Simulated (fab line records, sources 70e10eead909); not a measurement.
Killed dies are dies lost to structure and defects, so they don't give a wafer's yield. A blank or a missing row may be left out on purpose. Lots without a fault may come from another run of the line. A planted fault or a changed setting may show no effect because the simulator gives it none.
Which tool did it? | flow nand_harc | 24 lots, 72 wafers sampled, at 5 steps of a route of 1302

WHAT THE GAUGES READ, wafer by wafer
NHARC_P_M2_OVL_MEAS_10: pitch 340 nm. Usual: overlay_x_nm 0.1 nm, standard deviation 0.91; overlay_y_nm 0.0 nm, standard deviation 0.87.
lot  | measured     | on         | overlay_x_nm (nm) | overlay_y_nm (nm) | flag
L074 | day 6 18:55  | overlay-01 | -0.9 -1.4 -0.5    | 0.1 0.0 -0.4      |
L075 | day 7 00:28  | overlay-02 | -0.4 -1.0 -1.0    | 0.6 0.7 0.6       |
L076 | day 7 14:34  | overlay-01 | -1.2 -0.9 -0.8    | 1.3 1.7 1.5       |
L077 | day 7 16:32  | overlay-02 | -1.5 -1.3 -0.8    | -0.6 0.2 -0.4     |
L078 | day 8 05:54  | overlay-02 | -0.1 0.4 -0.3     | -1.2 -1.0 -0.6    |
L079 | day 8 12:12  | overlay-01 | 0.8 0.7 0.9       | -1.0 -1.0 -1.2    |
L080 | day 8 23:18  | overlay-02 | -1.7 -0.7 -1.0    | -0.4 0.4 -0.3     |
L081 | day 9 16:16  | overlay-01 | 0.8 0.7 1.3       | -0.8 -0.8 -1.0    |
L082 | day 9 17:11  | overlay-02 | -0.2 0.8 0.2      | 0.8 0.0 0.3       |
L084 | day 10 09:01 | overlay-02 | 0.8 1.2 0.9       | 0.6 0.7 0.9       |
L083 | day 10 10:05 | overlay-02 | 1.5 1.2 1.1       | 0.8 0.6 0.8       |
L085 | day 11 07:41 | overlay-02 | -0.3 0.1 0.1      | 2.0 1.5 1.8       |
L086 | day 11 13:43 | overlay-01 | 0.3 0.7 0.2       | 0.7 0.9 0.0       |
L087 | day 11 15:44 | overlay-02 | 1.3 1.3 1.0       | 0.5 0.1 -0.6      |
L088 | day 12 09:08 | overlay-02 | 1.7 1.9 1.9       | 0.3 0.1 -0.5      |
L089 | day 12 10:01 | overlay-02 | 0.0 0.6 0.8       | -0.3 0.0 -0.6     |
L090 | day 13 04:37 | overlay-01 | -0.3 -0.2 -0.6    | 0.2 0.6 0.6       |
L091 | day 13 16:05 | overlay-01 | 0.8 0.9 0.2       | 1.3 0.7 1.0       |
L092 | day 13 20:46 | overlay-02 | -0.7 -0.2 0.0     | 0.1 0.6 0.0       |
L093 | day 14 17:38 | overlay-01 | -0.3 -0.3 0.4     | -0.5 -1.1 -0.2    |
L094 | day 15 00:22 | overlay-01 | -1.3 -1.6 -1.5    | -1.5 -1.0 -0.9    |
L095 | day 15 00:53 | overlay-02 | -0.9 -0.7 -0.2    | -0.1 -0.4 -0.3    |
L096 | day 15 14:25 | overlay-01 | -0.4 -0.2 -0.4    | -1.5 -1.2 -0.7    |
L097 | day 15 22:17 | overlay-02 | 1.3 1.4 1.4       | -1.4 -1.5 -1.2    |

WHICH TOOL RAN EACH LOT (tool, then ch and the chambers of the sampled wafers, then the start)
lot  | NHARC_P_M0_DESCUM_14               | NHARC_P_M0_ETCH_15                            | NHARC_P_M1_ETCH_35                 | NHARC_P_M1_PVD_21
L074 | rie_diel-03 ch 1,2, day 6 10:55    | rie_diel-03 ch 0,1, day 6 14:55 or earlier    | rie_diel-04 ch 0,1, day 6 14:55    | pvd_sputter-01, day 6 18:55 or earlier
L075 | rie_diel-05 ch 1,3, day 6 16:32    | rie_diel-05 ch 1,3, day 6 20:34 or earlier    | rie_diel-09 ch 1,2,3, day 6 20:34  | pvd_sputter-03, day 7 00:28 or earlier
L076 | rie_diel-05 ch 0,1, day 7 06:35    | rie_diel-05 ch 1,3, day 7 10:43 or earlier    | rie_diel-04 ch 0,1, day 7 10:43    | pvd_sputter-03, day 7 14:34 or earlier
L077 | rie_diel-03 ch 1,2,3, day 7 07:45  | rie_diel-03 ch 0,1,3, day 7 12:29 or earlier  | rie_diel-09 ch 1,2,3, day 7 12:29  | pvd_sputter-01, day 7 16:32 or earlier
L078 | rie_diel-05 ch 0,2, day 7 21:43    | rie_diel-05 ch 0,2,3, day 8 01:59 or earlier  | rie_diel-09 ch 1,2, day 8 01:59    | pvd_sputter-02, day 8 05:54 or earlier
L079 | rie_diel-05 ch 1,2, day 8 04:07    | rie_diel-05 ch 1,3, day 8 08:08 or earlier    | rie_diel-04 ch 1,2,3, day 8 08:08  | pvd_sputter-02, day 8 12:12 or earlier
L080 | rie_diel-05 ch 1,2, day 8 15:15    | rie_diel-05 ch 0,2, day 8 19:28 or earlier    | rie_diel-09 ch 1,2, day 8 19:28    | pvd_sputter-01, day 8 23:18 or earlier
L081 | rie_diel-05 ch 0,2,3, day 9 08:17  | rie_diel-05 ch 0,2, day 9 12:18 or earlier    | rie_diel-09 ch 0,1,3, day 9 12:18  | pvd_sputter-02, day 9 16:16 or earlier
L082 | rie_diel-05 ch 0,1,3, day 9 09:01  | rie_diel-05 ch 0,1,2, day 9 13:20 or earlier  | rie_diel-09 ch 0,1,2, day 9 13:20  | pvd_sputter-01, day 9 17:11 or earlier
L084 | rie_diel-03 ch 0,1, day 10 01:02   | rie_diel-03 ch 0,2,3, day 10 05:04 or earlier | rie_diel-04 ch 1,2, day 10 05:04   | pvd_sputter-02, day 10 09:01 or earlier
L083 | rie_diel-10 ch 0,1,2, day 10 01:50 | rie_diel-10 ch 1,3, day 10 05:58 or earlier   | rie_diel-09 ch 0,3, day 10 05:58   | pvd_sputter-01, day 10 10:05 or earlier
L085 | rie_diel-05 ch 0,2,3, day 10 23:14 | rie_diel-05 ch 0,2,3, day 11 03:29 or earlier | rie_diel-04 ch 1,2,3, day 11 03:29 | pvd_sputter-03, day 11 07:41 or earlier
L086 | rie_diel-05 ch 1,2,3, day 11 05:11 | rie_diel-05 ch 0,3, day 11 09:20 or earlier   | rie_diel-04 ch 1,2,3, day 11 09:20 | pvd_sputter-01, day 11 13:43 or earlier
L087 | rie_diel-05 ch 1,2,3, day 11 07:41 | rie_diel-05 ch 0,3, day 11 11:50 or earlier   | rie_diel-04 ch 1,2,3, day 11 11:50 | pvd_sputter-02, day 11 15:44 or earlier
L088 | rie_diel-05 ch 0,1, day 12 00:42   | rie_diel-05 ch 1,2, day 12 04:58 or earlier   | rie_diel-09 ch 0,1,3, day 12 04:58 | pvd_sputter-02, day 12 09:08 or earlier
L089 | rie_diel-05 ch 0,2, day 12 01:35   | rie_diel-05 ch 0,1, day 12 05:49 or earlier   | rie_diel-04 ch 1,2,3, day 12 05:49 | pvd_sputter-01, day 12 10:01 or earlier
L090 | rie_diel-05 ch 1,2, day 12 20:23   | rie_diel-05 ch 1,2,3, day 13 00:28 or earlier | rie_diel-07 ch 0,2, day 13 00:28   | pvd_sputter-03, day 13 04:37 or earlier
L091 | rie_diel-10 ch 0,1, day 13 07:31   | rie_diel-10 ch 1,2, day 13 11:56 or earlier   | rie_diel-04 ch 2,3, day 13 11:56   | pvd_sputter-03, day 13 16:05 or earlier
L092 | rie_diel-05 ch 0,1,3, day 13 12:16 | rie_diel-05 ch 0,1,3, day 13 16:44 or earlier | rie_diel-09 ch 0,2,3, day 13 16:44 | pvd_sputter-02, day 13 20:46 or earlier
L093 | rie_diel-10 ch 0,2,3, day 14 09:35 | rie_diel-10 ch 0,2,3, day 14 13:39 or earlier | rie_diel-04 ch 0,3, day 14 13:39   | pvd_sputter-03, day 14 17:38 or earlier
L094 | rie_diel-05 ch 0,1,3, day 14 16:06 | rie_diel-05 ch 2,3, day 14 20:14 or earlier   | rie_diel-04 ch 0,3, day 14 20:14   | pvd_sputter-02, day 15 00:22 or earlier
L095 | rie_diel-05 ch 0,1,3, day 14 16:23 | rie_diel-05 ch 0,2,3, day 14 20:54 or earlier | rie_diel-04 ch 0,2,3, day 14 20:54 | pvd_sputter-03, day 15 00:53 or earlier
L096 | rie_diel-03 ch 1,3, day 15 06:19   | rie_diel-03 ch 0,2,3, day 15 10:27 or earlier | rie_diel-09 ch 1,2, day 15 10:27   | pvd_sputter-02, day 15 14:25 or earlier
L097 | rie_diel-05 ch 0,2,3, day 15 14:18 | rie_diel-05 ch 0,1,2, day 15 18:19 or earlier | rie_diel-04 ch 0,1, day 15 18:19   | pvd_sputter-02, day 15 22:17 or earlier
- NHARC_P_M0_DESCUM_14: chemistry O2, time 3 s.
- NHARC_P_M0_ETCH_15: etches the open film in C4F8/Ar, target depth 150 nm, overetch 15 nm, time 82.5 s.
- NHARC_P_M1_ETCH_35: etches the open film in N2/H2, target depth 40 nm, overetch 12 nm, time 43.94 s.
- NHARC_P_M1_PVD_21: deposits Cu, target thk 30 nm, time 20.49 s.

WHAT THE TOOLS THEMSELVES READ (means of the sampled wafers that have a number; where no wafer has one, the mark that the record gives instead)
NHARC_P_M0_DESCUM_14. Usual: drypump_motor_current_A 5.5 A, standard deviation 0.42; oes_product_au 1.002 a.u., standard deviation 0.011; rf_vpp_V 57.8 V, standard deviation 0.86; showerhead_plenum_p_Torr 1.92 Torr, standard deviation 0.074; throttle_valve_pct 11.310 %, standard deviation 0.0092.
lot  | tool        | drypump_motor_current_A (A) | oes_product_au (a.u.) | rf_vpp_V (V) | showerhead_plenum_p_Torr (Torr) | throttle_valve_pct (%) | flag
L074 | rie_diel-03 | 5.5                         | 0.993                 | 57.7         | 1.95                            | 11.311                 |
L075 | rie_diel-05 | 5.3                         | 1.008                 | 58.5         | 1.97                            | 11.312                 |
L076 | rie_diel-05 | 5.5                         | 1.009                 | 57.9         | 1.94                            | 11.312                 |
L077 | rie_diel-03 | 5.6                         | 1.012                 | 57.7         | 1.89                            | 11.312                 |
L078 | rie_diel-05 | 5.6                         | 0.999                 | 57.5         | 1.90                            | 11.306                 |
L079 | rie_diel-05 | 5.6                         | 0.998                 | 57.5         | 1.99                            | 11.315                 |
L080 | rie_diel-05 | 5.7                         | 1.001                 | 57.8         | 1.96                            | 11.321                 |
L081 | rie_diel-05 | 5.4                         | 0.998                 | 57.8         | 1.89                            | 11.310                 |
L082 | rie_diel-05 | 5.3                         | 1.006                 | 58.0         | 1.93                            | 11.316                 |
L084 | rie_diel-03 | 6.3                         | 1.002                 | 57.3         | 1.84                            | 11.315                 |
L083 | rie_diel-10 | 6.0                         | 0.989                 | 57.8         | 1.85                            | 11.302                 |
L085 | rie_diel-05 | 5.4                         | 1.006                 | 57.4         | 1.89                            | 11.321                 |
L086 | rie_diel-05 | 5.4                         | 0.997                 | 58.2         | 1.93                            | 11.311                 |
L087 | rie_diel-05 | 5.4                         | 1.012                 | 58.0         | 1.93                            | 11.304                 |
L088 | rie_diel-05 | 5.5                         | 1.007                 | 58.6         | 1.93                            | 11.311                 |
L089 | rie_diel-05 | 5.6                         | 0.991                 | 57.5         | 1.90                            | 11.310                 |
L090 | rie_diel-05 | 5.7                         | 0.999                 | 58.3         | 1.95                            | 11.308                 |
L091 | rie_diel-10 | 6.1                         | 0.988                 | 57.5         | 1.87                            | 11.318                 |
L092 | rie_diel-05 | 5.3                         | 1.004                 | 57.7         | 1.92                            | 11.306                 |
L093 | rie_diel-10 | 5.5                         | 0.998                 | 57.4         | 1.98                            | 11.301                 |
L094 | rie_diel-05 | 5.3                         | 1.003                 | 58.1         | 1.92                            | 11.303                 |
L095 | rie_diel-05 | 5.3                         | 0.996                 | 57.8         | 1.92                            | 11.317                 |
L096 | rie_diel-03 | 5.9                         | 1.015                 | 56.5         | 1.79                            | 11.306                 |
L097 | rie_diel-05 | 5.4                         | 0.991                 | 58.1         | 1.88                            | 11.311                 |

NHARC_P_M0_ETCH_15. Usual: oes_product_au 0.964 a.u., standard deviation 0.015; rf_vpp_V 440.7 V, standard deviation 2.2.
lot  | tool        | oes_product_au (a.u.) | rf_vpp_V (V) | flag
L074 | rie_diel-03 | 0.967                 | 438.4        |
L075 | rie_diel-05 | 0.973                 | 440.3        |
L076 | rie_diel-05 | 0.972                 | 441.7        |
L077 | rie_diel-03 | 0.945                 | 438.6        |
L078 | rie_diel-05 | 0.971                 | 440.4        |
L079 | rie_diel-05 | 0.970                 | 441.3        |
L080 | rie_diel-05 | 0.961                 | 441.0        |
L081 | rie_diel-05 | 0.972                 | 441.0        |
L082 | rie_diel-05 | 0.970                 | 441.1        |
L084 | rie_diel-03 | 0.936                 | 440.9        |
L083 | rie_diel-10 | 0.945                 | 440.8        |
L085 | rie_diel-05 | 0.961                 | 440.1        |
L086 | rie_diel-05 | 0.976                 | 439.9        |
L087 | rie_diel-05 | 0.982                 | 439.4        |
L088 | rie_diel-05 | 0.964                 | 442.9        |
L089 | rie_diel-05 | 0.971                 | 443.0        |
L090 | rie_diel-05 | 0.970                 | 441.9        |
L091 | rie_diel-10 | 0.973                 | 442.5        |
L092 | rie_diel-05 | 0.971                 | 441.2        |
L093 | rie_diel-10 | 0.967                 | 443.5        |
L094 | rie_diel-05 | 0.972                 | 439.9        |
L095 | rie_diel-05 | 0.969                 | 440.2        |
L096 | rie_diel-03 | 0.975                 | 440.3        |
L097 | rie_diel-05 | 0.967                 | 441.4        |

NHARC_P_M1_ETCH_35. Usual: drypump_motor_current_A 5.7 A, standard deviation 0.4; oes_product_au 1.007 a.u., standard deviation 0.011; rf_vpp_V 431 V, standard deviation 3.3; showerhead_plenum_p_Torr 2.05 Torr, standard deviation 0.11; throttle_valve_pct 14.171 %, standard deviation 0.0088.
lot  | tool        | drypump_motor_current_A (A) | oes_product_au (a.u.) | rf_vpp_V (V) | showerhead_plenum_p_Torr (Torr) | throttle_valve_pct (%) | flag
L074 | rie_diel-04 | 5.4                         | 0.982                 | 431          | 2.04                            | 14.172                 |
L075 | rie_diel-09 | 5.7                         | 1.009                 | 432          | 2.06                            | 14.163                 |
L076 | rie_diel-04 | 5.4                         | 0.992                 | 431          | 2.04                            | 14.167                 |
L077 | rie_diel-09 | 5.7                         | 1.005                 | 431          | 2.06                            | 14.170                 |
L078 | rie_diel-09 | 5.4                         | 0.994                 | 430          | 2.06                            | 14.166                 |
L079 | rie_diel-04 | 5.7                         | 1.015                 | 430          | 2.04                            | 14.182                 |
L080 | rie_diel-09 | 5.7                         | 1.009                 | 429          | 1.98                            | 14.177                 |
L081 | rie_diel-09 | 5.8                         | 1.015                 | 432          | 2.08                            | 14.163                 |
L082 | rie_diel-09 | 5.5                         | 1.015                 | 432          | 2.08                            | 14.166                 |
L084 | rie_diel-04 | 5.9                         | 1.017                 | 434          | 2.13                            | 14.167                 |
L083 | rie_diel-09 | 5.6                         | 1.012                 | 434          | 2.17                            | 14.164                 |
L085 | rie_diel-04 | 5.7                         | 1.014                 | 430          | 2.03                            | 14.175                 |
L086 | rie_diel-04 | 5.7                         | 1.012                 | 431          | 2.03                            | 14.163                 |
L087 | rie_diel-04 | 5.7                         | 1.010                 | 430          | 2.03                            | 14.174                 |
L088 | rie_diel-09 | 5.8                         | 1.017                 | 431          | 2.07                            | 14.165                 |
L089 | rie_diel-04 | 5.7                         | 0.998                 | 430          | 2.03                            | 14.167                 |
L090 | rie_diel-07 | 5.9                         | 1.007                 | 427          | 1.93                            | 14.170                 |
L091 | rie_diel-04 | 6.0                         | 1.014                 | 432          | 2.08                            | 14.170                 |
L092 | rie_diel-09 | 5.5                         | 1.009                 | 433          | 2.15                            | 14.169                 |
L093 | rie_diel-04 | 5.5                         | 1.003                 | 429          | 1.99                            | 14.175                 |
L094 | rie_diel-04 | 5.5                         | 0.996                 | 429          | 1.99                            | 14.172                 |
L095 | rie_diel-04 | 5.8                         | 1.002                 | 431          | 2.04                            | 14.178                 |
L096 | rie_diel-09 | 5.4                         | 1.013                 | 430          | 2.05                            | 14.174                 |
L097 | rie_diel-04 | 5.4                         | 1.000                 | 430          | 2.03                            | 14.171                 |

NHARC_P_M1_PVD_21. Usual: throttle_valve_pct 29.9 %, standard deviation 0.87.
lot  | tool           | throttle_valve_pct (%) | flag
L074 | pvd_sputter-01 | 29.8                   |
L075 | pvd_sputter-03 | 30.3                   |
L076 | pvd_sputter-03 | 29.9                   |
L077 | pvd_sputter-01 | 29.1                   |
L078 | pvd_sputter-02 | 30.3                   |
L079 | pvd_sputter-02 | 30.0                   |
L080 | pvd_sputter-01 | 29.9                   |
L081 | pvd_sputter-02 | 31.1                   |
L082 | pvd_sputter-01 | 29.3                   |
L084 | pvd_sputter-02 | 31.0                   |
L083 | pvd_sputter-01 | 29.5                   |
L085 | pvd_sputter-03 | 29.1                   |
L086 | pvd_sputter-01 | 29.3                   |
L087 | pvd_sputter-02 | 29.9                   |
L088 | pvd_sputter-02 | 29.6                   |
L089 | pvd_sputter-01 | 29.7                   |
L090 | pvd_sputter-03 | 29.9                   |
L091 | pvd_sputter-03 | 29.5                   |
L092 | pvd_sputter-02 | 30.1                   |
L093 | pvd_sputter-03 | 30.5                   |
L094 | pvd_sputter-02 | 30.1                   |
L095 | pvd_sputter-03 | 30.1                   |
L096 | pvd_sputter-02 | 30.7                   |
L097 | pvd_sputter-02 | 30.9                   |

THE ANSWER, worked out from the rows above alone
Rule: a lot is off if the mean of its wafers that have a number lies more than 3 standard deviations from the usual mean. A lot without any number at a reading at which 4 lots or more have one is off too. The other lots that the step has rows for count as sound. The gauges are gone through in route order, then the tools' own readings, and for those a lot's mean is taken as printed above. The first step at which some lot is off is used, and at that step the reading that is off furthest; a lot without a number counts as furthest.
No lot is off at any reading shown: from this, nothing can be told.

WHAT THE SIMULATOR HAD PUT IN
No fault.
